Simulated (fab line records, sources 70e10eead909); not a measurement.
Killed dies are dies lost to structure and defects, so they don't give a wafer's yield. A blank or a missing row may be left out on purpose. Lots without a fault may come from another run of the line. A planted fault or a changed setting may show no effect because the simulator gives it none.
Chamber matching | flow nand_harc | NHARC_P_BONDPAD_STRIP_15 on rie_diel-07: 4 sister chambers
The step strips in O2. 20 wafers are shown with their chamber, then 10 later ones without.

WAFERS WITH THEIR CHAMBER
wafer  | chamber | showerhead_plenum_p_Torr (Torr) | drypump_motor_current_A (A) | oes_product_au (a.u.)
L074.4 | 3       | 3.37                            | 6.2                         | 1.003
L074.5 | 1       | 3.34                            | 5.3                         | 0.997
L074.6 | 2       | 3.77                            | 5.4                         | 0.981
L075.1 | 0       | 3.67                            | 6.5                         | 1.019
L075.5 | 1       | 3.34                            | 5.3                         | 1.013
L075.6 | 2       | 3.77                            | 5.5                         | 1.007
L078.1 | 2       | 3.77                            | 5.5                         | 1.004
L078.3 | 0       | 3.67                            | 6.5                         | 1.008
L078.6 | 1       | 3.34                            | 5.3                         | 0.990
L079.1 | 2       | 3.77                            | 5.5                         | 0.988
L079.3 | 1       | 3.34                            | 5.3                         | 0.995
L079.5 | 1       | 3.34                            | 5.3                         | 0.996
L080.2 | 3       | 3.37                            | 6.2                         | 0.998
L080.3 | 2       | 3.77                            | 5.5                         | 1.001
L080.6 | 3       | 3.37                            | 6.2                         | 0.996
L080.1 | 0       | 3.66                            | 6.5                         | 1.012
L080.4 | 1       | 3.34                            | 5.2                         | 1.001
L080.5 | 2       | 3.77                            | 5.5                         | 0.997
L084.2 | 2       | 3.77                            | 5.5                         | 0.990
L084.5 | 3       | 3.37                            | 6.2                         | 0.992

SIGNATURES (means of the wafers above)
reading                  | chamber 0 | chamber 1 | chamber 2 | chamber 3 | scatter within a chamber
showerhead_plenum_p_Torr | 3.6667    | 3.3400    | 3.7700    | 3.3700    | 0.00204
drypump_motor_current_A  | 6.500     | 5.283     | 5.486     | 6.200     | 0.0325
oes_product_au           | 1.01300   | 0.99867   | 0.99543   | 0.99725   | 0.00778
Rule: a wafer's distance from a chamber is the root of the sum, over the readings, of the square of ((its reading less the chamber's mean) divided by the reading's scatter). The wafer belongs to the nearest chamber; if the next one is less than 2 further off, it can't be placed. The scatter: the root of (the sum of the squares of (reading less its chamber's mean) over the shown wafers, divided by (wafers less chambers)).

WAFERS WITHOUT THEIR CHAMBER
wafer  | showerhead_plenum_p_Torr (Torr) | drypump_motor_current_A (A) | oes_product_au (a.u.)
L084.6 | 3.77                            | 5.5                         | 0.991
L089.1 | 3.66                            | 6.5                         | 0.998
L089.3 | 3.33                            | 5.3                         | 0.996
L089.5 | 3.33                            | 5.3                         | 1.004
L096.1 | 3.77                            | 5.5                         | 1.000
L096.2 | 3.33                            | 5.3                         | 0.997
L096.3 | 3.36                            | 6.2                         | 1.000
L097.1 | 3.33                            | 5.3                         | 1.005
L097.2 | 3.77                            | 5.4                         | 1.005
L097.3 | 3.36                            | 6.2                         | 0.999

WHICH CHAMBER EACH WENT THROUGH
wafer  | from the rows above | in truth
L084.6 | 2                   | 2
L089.1 | 0                   | 0
L089.3 | 1                   | 1
L089.5 | 1                   | 1
L096.1 | 2                   | 2
L096.2 | 1                   | 1
L096.3 | 3                   | 3
L097.1 | 1                   | 1
L097.2 | 2                   | 2
L097.3 | 3                   | 3
Placed correctly: 10 of 10. Can't be placed from these rows: 0. Placed wrongly: 0.
